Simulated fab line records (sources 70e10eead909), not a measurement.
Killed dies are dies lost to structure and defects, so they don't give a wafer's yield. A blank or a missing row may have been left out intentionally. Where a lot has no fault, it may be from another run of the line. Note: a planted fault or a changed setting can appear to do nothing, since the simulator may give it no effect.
fab line records + flow nand-harc + part 2 of 2: steps 5 to 6 of 6
record:
- lots: 24
- wafers: 72
- last-day: 33
route steps=1302 shown A_CHANNEL_HOLE_D1@471 A_DECK1_JOINT@527 A_ONON_D2@563 A_CHANNEL_HOLE_D2@599 A_STAIRCASE@650
lots that met no fault: from a run of the same line without faults
start-h: hours from the record's first day to the start of the lot's first wafer shown + wait-h: hours elapsed since this lot's preceding step + " the same as in the row above + L1.1+2: a row that stands for several wafers + - no value present, or no start provided + * or withheld: withheld + < > ~ a bound
route shown NAME@n: names a module that has steps shown in the file, with the first one's number in the route + usual: mean/standard deviation of fault-free wafers + same: alike in all rows + chamber/n: place in a boat + sites: the reading at each site + _std_site: standard deviation of those values + _edge_site: the outer-site mean with the inner-site mean subtracted + radius-mm: for every site, how far away it sits from the centre of the wafer + mask NAME#n: copy n + behind: the most recent tool/chamber to have shaped the wafer + hold: why the lot went on hold/how many hours it stayed there/how the hold came to an end + device: names the non-switching transistor (n, p or np) + end of line: the route-end tests of the same wafers + a step given without rows: its recipe and nothing more + killed: dies lost to structure and defects at the first sort, not the wafer's yield + map: a wafer's dies, marking killed ones x, the rest . and places with no die _
set.NAME: the setting that was run; set.NAME@STEP: the one run at that earlier step + model.NAME: the simulator's own value behind a step, which no gauge read
a sample of lots followed through the steps of the route, with each step as a table and each wafer as a row
services: from which hour (start-h, from the record's first day; less than 0 if before it) a tool's chamber was out of use, for how many hours, and why
== steps ==
step: NHARC_A_CHANNEL_HOLE_D2_ETCH_27
recipe:
- bias-v: 400
- source-w: 2000
- pressure-mtorr: 25
- time-s: 90
- ar-flow-sccm: 375
- c4f8-flow-sccm: 41.7
- o2-flow-sccm: 83.3
- temp-c: -20
- target-depth-a: 4000
- chemistry: C4F8/O2/Ar
usual:
- drypump-motor-current-A: 5.5/0.46
- he-backside-leak-sccm: 6.2/0.7
- showerhead-plenum-p-Torr: 3.70/0.13
- temp-c: -20.00/0.11
- throttle-valve-pct: 27.620/0.0091
| lot.wafer | tool        | chamber | start-h | wait-h | drypump-motor-current-A | he-backside-leak-sccm | rf-hours-counter-h | showerhead-plenum-p-Torr | temp-c | throttle-valve-pct |
|-----------|-------------|---------|---------|--------|-------------------------|-----------------------|--------------------|--------------------------|--------|--------------------|
| L074.4    | har-etch-02 | 0       | 301.91  | 0.2    | 5.1                     | 6.8                   | -                  | 3.77                     | -20.01 | 27.611             |
| L074.3    | "           | 1       | "       | "      | 5.4                     | 6.4                   | -                  | 3.45                     | -19.87 | 27.614             |
| L074.5    | "           | 1       | "       | "      | 5.4                     | 6.5                   | -                  | 3.45                     | -20.00 | 27.616             |
| L075.4    | har-etch-01 | 0       | 302.49  | 0.2    | 5.3                     | 5.9                   | -                  | 3.74                     | -19.96 | 27.608             |
| L075.3    | "           | 1       | "       | "      | 6.3                     | 5.7                   | -                  | 3.66                     | -19.96 | 27.619             |
| L075.6    | "           | 0       | "       | "      | 5.4                     | 6.1                   | -                  | 3.74                     | -20.04 | 27.625             |
| L076.2    | har-etch-01 | 1       | 326.52  | 0.2    | 6.3                     | 6.6                   | 164                | 3.65                     | -20.13 | 27.622             |
| L076.1    | "           | 0       | "       | "      | 5.3                     | 6.0                   | 164                | 3.73                     | -19.90 | 27.622             |
| L076.5    | "           | 0       | "       | "      | 5.4                     | 5.9                   | -                  | 3.73                     | -19.88 | 27.619             |
| L078.1    | har-etch-01 | 0       | 336.53  | 0.2    | 5.3                     | 5.7                   | 172                | 3.73                     | -20.17 | 27.628             |
| L078.3    | "           | 0       | "       | "      | 5.3                     | 5.9                   | -                  | 3.73                     | -20.08 | 27.618             |
| L078.6    | "           | 1       | "       | "      | 6.3                     | 6.6                   | -                  | 3.65                     | -20.19 | 27.626             |
| L077.2    | har-etch-02 | 0       | 339.17  | 0.2    | 5.1                     | 6.2                   | 391                | 3.76                     | -20.10 | 27.616             |
| L077.4    | "           | 1       | "       | "      | 5.4                     | 6.4                   | -                  | 3.44                     | -19.95 | 27.638             |
| L077.3    | "           | 0       | "       | "      | 5.1                     | 6.5                   | -                  | 3.75                     | -19.87 | 27.622             |
| L079.1    | har-etch-01 | 0       | 355.04  | 0.2    | 5.4                     | 6.0                   | 179                | 3.73                     | -20.05 | 27.610             |
| L079.4    | "           | 1       | "       | "      | 6.3                     | 6.6                   | -                  | 3.64                     | -20.16 | 27.614             |
| L079.3    | "           | 0       | "       | "      | 5.4                     | 5.8                   | -                  | 3.73                     | -19.85 | 27.624             |
| L080.2    | har-etch-02 | 0       | 361.17  | 0.2    | 5.1                     | 11.6                  | 402                | 3.75                     | -19.99 | 27.621             |
| L080.1    | "           | 1       | "       | "      | 5.5                     | 6.4                   | 402                | 3.43                     | -19.83 | 27.623             |
| L080.4    | "           | 1       | "       | "      | 5.4                     | 6.6                   | -                  | 3.43                     | -20.02 | 27.621             |
| L081.2    | har-etch-02 | 0       | 370.00  | 0.2    | 5.1                     | 7.0                   | 410                | 3.74                     | -19.82 | 27.620             |
| L081.3    | "           | 0       | "       | "      | 5.1                     | 7.2                   | -                  | 3.74                     | -19.91 | 27.614             |
| L081.6    | "           | 1       | "       | "      | 5.4                     | 7.0                   | -                  | 3.43                     | -20.00 | 27.626             |
| L083.3    | har-etch-01 | 1       | 385.06  | 0.2    | 6.3                     | 6.0                   | -                  | 3.63                     | -19.92 | 27.627             |
| L083.4    | "           | 0       | "       | "      | 5.3                     | 5.9                   | -                  | 3.71                     | -19.94 | 27.618             |
| L083.6    | "           | 1       | "       | "      | 6.2                     | 6.0                   | -                  | 3.63                     | -20.10 | 27.622             |
| L082.2    | har-etch-01 | 0       | 389.19  | 0.2    | 5.3                     | 6.2                   | 202                | 3.71                     | -19.90 | 27.634             |
| L082.3    | "           | 1       | "       | "      | 6.3                     | 6.1                   | -                  | 3.63                     | -19.93 | 27.599             |
| L082.5    | "           | 0       | "       | "      | 5.3                     | 6.0                   | -                  | 3.71                     | -20.22 | 27.643             |
| L084.2    | har-etch-02 | 1       | 404.37  | 0.2    | 5.5                     | 5.2                   | 8                  | 3.98                     | -19.95 | 27.632             |
| L084.3    | "           | 0       | "       | "      | 5.1                     | 5.4                   | -                  | 3.74                     | -20.12 | 27.618             |
| L084.5    | "           | 0       | "       | "      | 5.1                     | 5.7                   | -                  | 3.74                     | -20.02 | 27.616             |
| L085.2    | har-etch-01 | 0       | 413.19  | 0.2    | 5.3                     | 5.9                   | 225                | 3.70                     | -20.11 | 27.609             |
| L085.6    | "           | 0       | "       | "      | 5.4                     | 5.9                   | -                  | 3.70                     | -20.17 | 27.628             |
| L085.5    | "           | 1       | "       | "      | 6.3                     | 6.0                   | -                  | 3.62                     | -20.06 | 27.611             |
| L087.1    | har-etch-01 | 0       | 423.26  | 0.2    | 5.4                     | 6.2                   | 229                | 3.70                     | -19.94 | 27.616             |
| L087.4    | "           | 1       | "       | "      | 6.3                     | 6.8                   | -                  | 3.62                     | -20.04 | 27.621             |
| L087.5    | "           | 0       | "       | "      | 5.4                     | 5.9                   | -                  | 3.70                     | -20.01 | 27.617             |
| L086.2    | har-etch-02 | 1       | 423.64  | 0.2    | 5.4                     | 5.5                   | 23                 | 3.97                     | -20.27 | 27.624             |
| L086.1    | "           | 0       | "       | "      | 5.1                     | 5.5                   | 23                 | 3.73                     | -19.83 | 27.611             |
| L086.6    | "           | 1       | "       | "      | 5.4                     | 5.4                   | -                  | 3.97                     | -20.07 | 27.617             |
| L088.2    | har-etch-01 | 1       | 441.46  | 0.2    | 6.2                     | 6.3                   | 236                | 3.61                     | -20.01 | 27.620             |
| L088.3    | "           | 0       | "       | "      | 5.4                     | 6.4                   | -                  | 3.69                     | -19.88 | 27.635             |
| L088.6    | "           | 1       | "       | "      | 6.3                     | 6.6                   | -                  | 3.61                     | -20.00 | 27.618             |
| L089.4    | har-etch-02 | 1       | 443.49  | 0.2    | 5.4                     | 5.5                   | -                  | 3.96                     | -19.94 | 27.629             |
| L089.6    | "           | 1       | "       | "      | 5.4                     | 5.3                   | -                  | 3.96                     | -19.87 | 27.626             |
| L089.5    | "           | 0       | "       | "      | 5.1                     | 5.7                   | -                  | 3.72                     | -19.90 | 27.619             |
| L090.1    | har-etch-02 | 1       | 467.68  | 0.2    | 5.4                     | 5.7                   | 46                 | 3.95                     | -19.98 | 27.620             |
| L090.3    | "           | 1       | "       | "      | 5.4                     | 5.8                   | -                  | 3.95                     | -20.06 | 27.615             |
| L090.5    | "           | 0       | "       | "      | 5.1                     | 5.9                   | -                  | 3.72                     | -20.04 | 27.621             |
| L091.1    | har-etch-01 | 0       | 468.16  | 0.2    | 5.3                     | 6.3                   | 252                | 3.68                     | -19.83 | 27.609             |
| L091.5    | "           | 1       | "       | "      | 6.3                     | 6.5                   | -                  | 3.60                     | -20.00 | 27.622             |
| L091.6    | "           | 0       | "       | "      | 5.3                     | 6.2                   | -                  | 3.68                     | -19.99 | 27.608             |
| L093.2    | har-etch-01 | 0       | 481.85  | 0.2    | 5.3                     | 6.6                   | 260                | 3.68                     | -20.20 | 27.614             |
| L093.1    | "           | 1       | "       | "      | 6.3                     | 7.1                   | 260                | 3.60                     | -20.12 | 27.625             |
| L093.5    | "           | 1       | "       | "      | 6.3                     | 7.3                   | -                  | 3.60                     | -20.00 | 27.637             |
| L092.2    | har-etch-02 | 1       | 482.65  | 0.2    | 5.4                     | 5.6                   | 57                 | 3.95                     | -19.96 | 27.619             |
| L092.5    | "           | 1       | "       | "      | 5.4                     | 5.6                   | -                  | 3.95                     | -20.01 | 27.623             |
| L092.6    | "           | 0       | "       | "      | 5.1                     | 5.5                   | -                  | 3.71                     | -19.90 | 27.635             |
| L095.1    | har-etch-02 | 1       | 509.43  | 0.2    | 5.4                     | 5.7                   | 68                 | 3.94                     | -19.90 | 27.609             |
| L095.2    | "           | 0       | "       | "      | 5.1                     | 5.7                   | 68                 | 3.71                     | -20.01 | 27.618             |
| L095.4    | "           | 1       | "       | "      | 5.4                     | 5.6                   | -                  | 3.94                     | -20.03 | 27.635             |
| L094.2    | har-etch-01 | 1       | 513.84  | 0.2    | 6.3                     | 7.1                   | 275                | 3.59                     | -19.79 | 27.631             |
| L094.5    | "           | 1       | "       | "      | 6.3                     | 7.1                   | -                  | 3.59                     | -19.83 | 27.626             |
| L094.6    | "           | 0       | "       | "      | 5.3                     | 6.5                   | -                  | 3.67                     | -20.10 | 27.636             |
| L097.3    | har-etch-02 | 0       | 521.55  | 0.2    | 5.1                     | 5.5                   | -                  | 3.70                     | -20.14 | 27.639             |
| L097.4    | "           | 1       | "       | "      | 5.4                     | 5.6                   | -                  | 3.93                     | -20.01 | 27.605             |
| L097.5    | "           | 1       | "       | "      | 5.4                     | 5.6                   | -                  | 3.93                     | -19.98 | 27.616             |
| L096.2    | har-etch-01 | 1       | 523.02  | 0.2    | 6.3                     | 6.6                   | 283                | 3.59                     | -20.17 | 27.621             |
| L096.4    | "           | 0       | "       | "      | 5.3                     | 6.5                   | -                  | 3.67                     | -19.92 | 27.615             |
| L096.6    | "           | 1       | "       | "      | 6.3                     | 6.8                   | -                  | 3.59                     | -20.06 | 27.612             |
step: NHARC_A_STAIRCASE_DESCUM_168
recipe:
- time-s: 3
- o2-flow-sccm: 200
- ar-flow-sccm: 0
- bias-power-w: 0
- chemistry: O2
usual:
- drypump-motor-current-A: 5.8/0.39
- oes-product-au: 1.007/0.011
- rf-vpp-V: 57.9/0.88
- showerhead-plenum-p-Torr: 1.95/0.095
- throttle-valve-pct: 11.312/0.0092
same:
- bias-power-w: 0
| lot.wafer | tool        | chamber | start-h | wait-h | drypump-motor-current-A | oes-product-au | rf-hours-counter-h | rf-vpp-V | showerhead-plenum-p-Torr | throttle-valve-pct |
|-----------|-------------|---------|---------|--------|-------------------------|----------------|--------------------|----------|--------------------------|--------------------|
| L074.4    | rie-diel-02 | 0       | 356.03  | -      | 6.1                     | 1.004          | 44                 | 58.5     | 1.86                     | 11.311             |
| L074.3    | "           | 1       | "       | "      | 6.3                     | 0.999          | 39                 | 57.5     | 1.92                     | 11.310             |
| L074.5    | "           | 0       | "       | "      | 6.1                     | 1.004          | -                  | 57.8     | 1.86                     | 11.313             |
| L075.3    | rie-diel-02 | 3       | 359.73  | -      | 5.6                     | 1.008          | 39                 | 58.2     | 2.06                     | 11.308             |
| L075.4    | "           | 0       | "       | "      | 6.1                     | 0.996          | 46                 | 58.0     | 1.86                     | 11.313             |
| L075.6    | "           | 2       | "       | "      | 6.1                     | 1.019          | -                  | 57.6     | 1.81                     | 11.311             |
| L076.1    | rie-diel-02 | 1       | 377.00  | -      | 6.2                     | 0.998          | 47                 | 57.9     | 1.92                     | 11.314             |
| L076.2    | "           | 2       | "       | "      | 6.1                     | 1.015          | 41                 | 56.7     | 1.81                     | 11.311             |
| L076.5    | "           | 0       | "       | "      | 6.1                     | 1.004          | -                  | 57.0     | 1.86                     | 11.311             |
| L078.1    | rie-diel-02 | 2       | 388.66  | -      | 6.1                     | 1.006          | 46                 | 57.3     | 1.81                     | 11.303             |
| L078.3    | "           | 0       | "       | "      | 6.1                     | 0.991          | 57                 | 59.1     | 1.86                     | 11.305             |
| L078.6    | "           | 3       | "       | "      | 5.5                     | 0.998          | -                  | 58.5     | 2.06                     | 11.298             |
| L077.3    | rie-diel-02 | 3       | 388.96  | -      | 5.5                     | 1.004          | 51                 | 59.0     | 2.06                     | 11.310             |
| L077.2    | "           | 1       | "       | "      | 6.2                     | 1.004          | 51                 | 58.5     | 1.92                     | 11.313             |
| L077.4    | "           | 2       | "       | "      | 6.1                     | 1.017          | 46                 | 56.0     | 1.80                     | 11.308             |
| L079.3    | rie-diel-01 | 2       | 409.23  | -      | 5.8                     | 1.011          | 5                  | 58.6     | 2.05                     | 11.310             |
| L079.4    | "           | 0       | "       | "      | 4.7                     | 1.018          | 7                  | 56.7     | 1.91                     | 11.317             |
| L079.1    | "           | 1       | "       | "      | 6.1                     | 1.019          | 6                  | 58.1     | 1.88                     | 11.319             |
| L080.4    | rie-diel-10 | 2       | 412.67  | -      | 5.4                     | 1.009          | 48                 | 58.3     | 1.77                     | 11.315             |
| L080.1    | "           | 3       | "       | "      | 6.0                     | 0.989          | 54                 | 57.9     | 1.98                     | 11.297             |
| L080.2    | "           | 0       | "       | "      | 5.5                     | 1.002          | 52                 | 56.6     | 2.06                     | 11.323             |
| L081.2    | rie-diel-01 | 3       | 423.63  | -      | 5.6                     | 1.016          | 11                 | 58.6     | 2.04                     | 11.302             |
| L081.3    | "           | 0       | "       | "      | 4.7                     | 1.018          | 11                 | 57.8     | 1.91                     | 11.305             |
| L081.6    | "           | 3       | "       | "      | 5.7                     | 1.011          | -                  | 59.0     | 2.04                     | 11.316             |
| L083.4    | rie-diel-02 | 3       | 437.65  | -      | 5.5                     | 1.002          | 13                 | 59.0     | 2.05                     | 11.336             |
| L083.3    | "           | 0       | "       | "      | 6.1                     | 1.016          | 10                 | 57.5     | 1.86                     | 11.314             |
| L083.6    | "           | 1       | "       | "      | 6.3                     | 1.022          | -                  | 57.1     | 1.92                     | 11.326             |
| L082.3    | rie-diel-02 | 1       | 440.94  | -      | 6.3                     | 1.015          | 10                 | 57.4     | 1.92                     | 11.304             |
| L082.2    | "           | 3       | "       | "      | 5.5                     | 1.004          | 14                 | 59.5     | 2.05                     | 11.310             |
| L082.5    | "           | 1       | "       | "      | 6.2                     | 1.018          | -                  | 58.7     | 1.92                     | 11.311             |
| L084.2    | rie-diel-01 | 0       | 456.36  | -      | 4.7                     | 1.016          | 23                 | 56.7     | 1.91                     | 11.314             |
| L084.3    | "           | 1       | "       | "      | 6.1                     | 1.008          | 24                 | 56.1     | 1.88                     | 11.324             |
| L084.5    | "           | 2       | "       | "      | 5.9                     | 1.000          | -                  | 60.1     | 2.05                     | 11.306             |
| L085.2    | rie-diel-10 | 2       | 464.42  | -      | 5.4                     | 1.023          | 7                  | 58.5     | 2.07                     | 11.298             |
| L085.5    | "           | 0       | "       | "      | 5.5                     | 0.997          | -                  | 59.8     | 2.05                     | 11.302             |
| L085.6    | "           | 3       | "       | "      | 5.9                     | 0.994          | -                  | 57.7     | 1.97                     | 11.321             |
| L087.1    | rie-diel-02 | 3       | 475.72  | -      | 5.5                     | 0.986          | 26                 | 58.8     | 2.05                     | 11.330             |
| L087.4    | "           | 0       | "       | "      | 6.1                     | 1.010          | 24                 | 57.2     | 1.85                     | 11.310             |
| L087.5    | "           | 1       | "       | "      | 6.2                     | 1.027          | -                  | 58.5     | 1.91                     | 11.315             |
| L086.1    | rie-diel-01 | 0       | 475.86  | -      | 4.7                     | 1.014          | 28                 | 56.8     | 1.91                     | 11.294             |
| L086.2    | "           | 1       | "       | "      | 6.1                     | 0.993          | 29                 | 56.6     | 1.87                     | 11.314             |
| L086.6    | "           | 3       | "       | "      | 5.7                     | 0.989          | -                  | 59.2     | 2.03                     | 11.303             |
| L089.4    | rie-diel-10 | 2       | 495.56  | -      | 5.4                     | 1.017          | 15                 | 56.9     | 2.07                     | 11.306             |
| L089.6    | "           | 0       | "       | "      | 5.5                     | 0.994          | -                  | 58.1     | 2.05                     | 11.302             |
| L089.5    | "           | 1       | "       | "      | 5.7                     | 1.018          | -                  | 57.5     | 1.92                     | 11.313             |
| L088.2    | rie-diel-10 | 0       | 495.71  | -      | 5.4                     | 1.004          | 19                 | 58.0     | 2.05                     | 11.328             |
| L088.3    | "           | 3       | "       | "      | 5.9                     | 1.000          | 17                 | 56.4     | 1.97                     | 11.305             |
| L088.6    | "           | 1       | "       | "      | 5.7                     | 1.027          | -                  | 57.5     | 1.92                     | 11.318             |
| L091.1    | rie-diel-10 | 2       | 519.51  | -      | 5.4                     | 1.014          | 23                 | 57.6     | 2.07                     | 11.323             |
| L091.6    | "           | 1       | "       | "      | 5.8                     | 1.017          | -                  | 57.3     | 1.91                     | 11.322             |
| L091.5    | "           | 2       | "       | "      | 5.4                     | 1.015          | -                  | 59.3     | 2.07                     | 11.317             |
| L090.1    | rie-diel-01 | 0       | 519.77  | -      | 4.7                     | 1.024          | 40                 | 57.2     | 1.90                     | 11.322             |
| L090.3    | "           | 1       | "       | "      | 6.1                     | 1.006          | 42                 | 57.6     | 1.87                     | 11.303             |
| L090.5    | "           | 0       | "       | "      | 4.7                     | 1.018          | -                  | 57.8     | 1.90                     | 11.305             |
| L093.1    | rie-diel-10 | 1       | 535.56  | -      | 5.7                     | 1.006          | 27                 | 56.1     | 1.91                     | 11.301             |
| L093.2    | "           | 2       | "       | "      | 5.4                     | 1.014          | 29                 | 58.5     | 2.07                     | 11.310             |
| L093.5    | "           | 1       | "       | "      | 5.7                     | 1.022          | -                  | 59.1     | 1.91                     | 11.298             |
| L092.2    | rie-diel-02 | 3       | 535.73  | -      | 5.5                     | 0.979          | 41                 | 58.5     | 2.04                     | 11.308             |
| L092.6    | "           | 1       | "       | "      | 6.2                     | 1.017          | -                  | 57.3     | 1.91                     | 11.310             |
| L092.5    | "           | 2       | "       | "      | 6.1                     | 1.005          | -                  | 56.8     | 1.79                     | 11.302             |
| L095.1    | rie-diel-02 | 3       | 562.69  | -      | 5.5                     | 0.982          | 48                 | 58.3     | 2.04                     | 11.306             |
| L095.4    | "           | 0       | "       | "      | 6.1                     | 1.011          | 47                 | 57.1     | 1.84                     | 11.309             |
| L095.2    | "           | 1       | "       | "      | 6.2                     | 1.023          | 50                 | 57.7     | 1.90                     | 11.320             |
| L094.2    | rie-diel-02 | 3       | 562.88  | -      | 5.5                     | 0.977          | 48                 | 58.6     | 2.04                     | 11.319             |
| L094.5    | "           | 2       | "       | "      | 6.1                     | 1.002          | -                  | 55.9     | 1.79                     | 11.324             |
| L094.6    | "           | 3       | "       | "      | 5.5                     | 0.984          | -                  | 57.4     | 2.04                     | 11.298             |
| L097.3    | rie-diel-01 | 2       | 574.21  | -      | 5.8                     | 0.990          | 4                  | 57.7     | 2.03                     | 11.308             |
| L097.4    | "           | 0       | "       | "      | 4.7                     | 1.005          | 3                  | 57.4     | 1.90                     | 11.321             |
| L097.5    | "           | 2       | "       | "      | 5.9                     | 0.990          | -                  | 59.1     | 2.03                     | 11.318             |
| L096.4    | rie-diel-01 | 1       | 574.43  | -      | 6.1                     | 1.025          | 3                  | 58.5     | 1.87                     | 11.318             |
| L096.2    | "           | 2       | "       | "      | 5.8                     | 0.992          | 5                  | 56.6     | 2.03                     | 11.313             |
| L096.6    | "           | 0       | "       | "      | 4.7                     | 1.013          | -                  | 57.6     | 1.90                     | 11.317             |
== services ==
| tool        | chamber | start-h | hours | kind   |
|-------------|---------|---------|-------|--------|
| rie-diel-01 | 3       | 163.66  | 8.1   | repair |
| cmp-03      | -       | 178.06  | 3.1   | repair |
| cmp-01      | -       | 187.13  | 4.0   | pm     |
| rie-diel-01 | -       | 203.96  | 9.0   | pm     |
| cmp-04      | -       | 209.29  | 4.0   | pm     |
| rie-diel-02 | 1       | 214.91  | 6.9   | repair |
| rie-diel-02 | -       | 216.71  | 9.0   | pm     |
| cmp-03      | -       | 260.00  | 4.0   | pm     |
| cmp-03      | -       | 267.49  | 2.9   | repair |
| cmp-03      | -       | 352.03  | 1.8   | repair |
| cmp-03      | -       | 353.90  | 2.4   | repair |
| cmp-03      | -       | 358.00  | 4.0   | pm     |
| har-etch-02 | -       | 379.22  | 17.0  | pm     |
| cmp-03      | -       | 392.94  | 0.4   | repair |
| rie-diel-02 | -       | 393.71  | 9.0   | pm     |
| cmp-03      | -       | 414.20  | 0.4   | repair |
| har-etch-01 | -       | 423.95  | 7.3   | repair |
| cmp-03      | -       | 454.58  | 1.0   | repair |
| cmp-03      | -       | 456.15  | 4.0   | pm     |
| cmp-03      | -       | 471.85  | 0.6   | repair |
| rie-diel-02 | 0       | 511.33  | 1.3   | repair |
| rie-diel-02 | 1       | 551.20  | 4.7   | repair |
| cmp-03      | -       | 554.15  | 4.0   | pm     |
| rie-diel-02 | -       | 570.74  | 9.0   | pm     |
